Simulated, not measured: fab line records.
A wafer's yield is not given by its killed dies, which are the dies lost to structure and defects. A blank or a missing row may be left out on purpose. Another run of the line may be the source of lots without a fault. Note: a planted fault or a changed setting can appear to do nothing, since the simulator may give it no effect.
Chamber matching ; flow n5Finfet ; cvdCo-02 running N5_BEOL_M0_CO_CAP_123: 3 sister chambers
The step material Co, precursor CCTBA/H2, target thk 2 nm, time 102.1 s. 6 wafers are shown with their chamber, then 11 later ones without.

## EACH WAFER AND ITS CHAMBER
wafer;chamber;heaterPowerW (W)
L086.6;2;235
L087.5;2;231
L088.1;1;244
L088.3;0;222
L088.5;1;240
L089.3;0;224

## WAFERS WITH NO CHAMBER GIVEN
wafer;heaterPowerW (W)
L089.5;220
L089.6;230
L090.1;218
L090.2;232
L090.4;243
L093.1;239
L093.3;238
L093.6;221
L097.2;234
L097.5;232
L097.6;220

## CHAMBER TAKEN BY EACH
wafer;from the rows above;in truth
L089.5;0;0
L089.6;can't be placed: 2 or 0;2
L090.1;0;0
L090.2;2;2
L090.4;1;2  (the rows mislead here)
L093.1;can't be placed: 1 or 2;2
L093.3;can't be placed: 1 or 2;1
L093.6;0;0
L097.2;2;2
L097.5;2;2
L097.6;0;0
Correct placement for 7 of the 11. Can't be placed from these rows: 3 (the true chamber is among the candidates in 3). 1 placed wrongly.
How it was worked out, from the rows above alone: a wafer's distance from a chamber is the root of the sum, over the readings, of the square of ((its reading less the chamber's mean) divided by the reading's scatter). If the next closest chamber is less than 2 further off than the closest, the wafer can't be placed; otherwise it belongs to the closest. A chamber's mean is the mean of its shown wafers. The scatter is the square root of a quotient: the sum, over the shown wafers, of each reading's squared deviation from its chamber's mean, divided by wafers minus chambers.
